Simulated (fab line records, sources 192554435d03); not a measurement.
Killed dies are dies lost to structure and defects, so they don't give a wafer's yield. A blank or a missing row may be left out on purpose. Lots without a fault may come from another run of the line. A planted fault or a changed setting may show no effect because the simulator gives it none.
Split-lot experiment | flow n5_finfet | 7 lots, 21 wafers read, on a route of 1938 steps

THE SPLIT
At N5_MOL_CONTACT_COAG_COAT_64 (time 60 s, resist thk 10 nm), the setting spin_rpm was moved away from the recipe's 1500 rpm on 6 of the 21 wafers read, by -8.9% to +9.1%. The other wafers ran this setting at the recipe's value.

FROM THE SPLIT TO THE READING: what the file shows between them, 3 steps
- N5_MOL_CONTACT_COAG_COAT_34: resist thk 40 nm
- N5_MOL_CONTACT_COAG_EBR_36
- N5_MOL_CONTACT_COAG_DESCUM_45: chemistry O2, time 7 s

THE READING
etch.depth_nm (the simulator's own value, which no gauge read), in nm, at N5_MOL_CONTACT_COAG_ETCH_65 (etches underlayer in N2/H2, target depth 13 nm, time 10.4 s). The file gives no usual value for it. The 15 wafers here that ran the recipe average 10.001 nm, standard deviation 0.02 nm.

wafer  | tool, chamber at the split | spin_rpm as run, rpm | against the recipe | etch.depth_nm, nm | against lot-mates on the recipe
L075.1 | litho_track-02, 0          | 1500                 | recipe             | 10.06             | -
L075.2 | litho_track-02, 0          | 1367                 | -8.9%              | 10.54             | +0.480
L075.3 | litho_track-02, 0          | 1367                 | -8.9%              | 10.52             | +0.460
L081.1 | litho_track-02, 0          | 1500                 | recipe             | 9.994             | -
L081.2 | litho_track-02, 0          | 1500                 | recipe             | 10.01             | -
L081.5 | litho_track-02, 0          | 1500                 | recipe             | 9.986             | -
L082.1 | litho_track-01, 0          | 1500                 | recipe             | 9.983             | -
L082.2 | litho_track-01, 0          | 1500                 | recipe             | 9.982             | -
L082.5 | litho_track-01, 0          | 1500                 | recipe             | 10.01             | -
L084.3 | litho_track-02, 0          | 1427                 | -4.9%              | 10.26             | +0.250
L084.5 | litho_track-02, 0          | 1500                 | recipe             | 10.01             | -
L084.6 | litho_track-02, 0          | 1500                 | recipe             | 10.01             | -
L094.3 | litho_track-02, 0          | 1500                 | recipe             | 9.982             | -
L094.4 | litho_track-02, 0          | 1500                 | recipe             | 10                | -
L094.5 | litho_track-02, 0          | 1637                 | +9.1%              | 9.527             | -0.464
L096.2 | litho_track-02, 0          | 1500                 | recipe             | 9.991             | -
L096.3 | litho_track-02, 0          | 1500                 | recipe             | 9.981             | -
L096.4 | litho_track-02, 0          | 1500                 | recipe             | 10.01             | -
L097.3 | litho_track-05, 0          | 1500                 | recipe             | 10.01             | -
L097.5 | litho_track-05, 0          | 1581                 | +5.4%              | 9.751             | -0.259
L097.6 | litho_track-05, 0          | 1581                 | +5.4%              | 9.741             | -0.269

THE FIT
A straight line over all 21 wafers: etch.depth_nm changes by -0.0549 nm for each +1% of spin_rpm; r = -0.99; the points scatter about the line by 0.025 nm.
The same after taking each lot's own level away (the mean of its wafers on the recipe; 21 wafers): -0.0515 nm for each +1%; r = -1.00; scatter 0.011 nm.
On that fit, the largest move of spin_rpm shifts the reading by 0.47 nm.
The lots' own levels span 9.9910 to 10.0600 nm, that is 3.5 times the standard deviation above.
So the lot-to-lot level changes the slope little: the two slopes agree.
Check: with one of the wafers moved furthest among these (+9.1%) left out of the fit, the line predicts -0.47 nm for it against its lot-mates. It came out at -0.464 nm against them.

OTHER SPLITS ON THESE WAFERS
These wafers also went through other splits before the reading. Each is held against what the fit with the lots' levels taken away leaves over:
other split on the same wafers        | wafers away from the commonest value | r with etch.depth_nm (lot level and that fit taken away)
N5_GATE_CUT_DESCUM_18 time_s          | 7                                    | -0.22
N5_GATE_CUT_CUT_ETCH_53 icp_w         | 8                                    | +0.22
N5_MOL_CONTACT_COAG_ALD_27 ald_cycles | 4                                    | +0.06
N5_MOL_CONTACT_COAG_COAT_78 spin_rpm  | 9                                    | +0.05
N5_MOL_CONTACT_COAG_COAT_62 spin_rpm  | 9                                    | -0.28

THE WHOLE CHAIN: every reading that the file lists as answering this split, in the file's order
step                        | what it does                                                | reading                                                                                        | change (the file's fit)                | r (the file's)
N5_MOL_CONTACT_COAG_COAT_64 | time 60 s, resist thk 10 nm                                 | underlayer_of_MOL_CONTACT_COAG_COAT_64.thk_nm (the simulator's own value, which no gauge read) | -0.0513 nm for each +1% of the setting | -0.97
N5_MOL_CONTACT_COAG_ETCH_65 | etches underlayer in N2/H2, target depth 13 nm, time 10.4 s | CAR-EUV_of_MOL_CONTACT_COAG_COAT_34.thk_nm (the simulator's own value, which no gauge read)    | +0.0602 nm for each +1% of the setting | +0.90
N5_MOL_CONTACT_COAG_ETCH_65 | etches underlayer in N2/H2, target depth 13 nm, time 10.4 s | etch.depth_nm (the simulator's own value, which no gauge read)                                 | -0.0517 nm for each +1% of the setting | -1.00

THE FILE'S OWN FIT
etch.depth_nm changes by -0.0517 nm for each +1% of spin_rpm, r = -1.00.
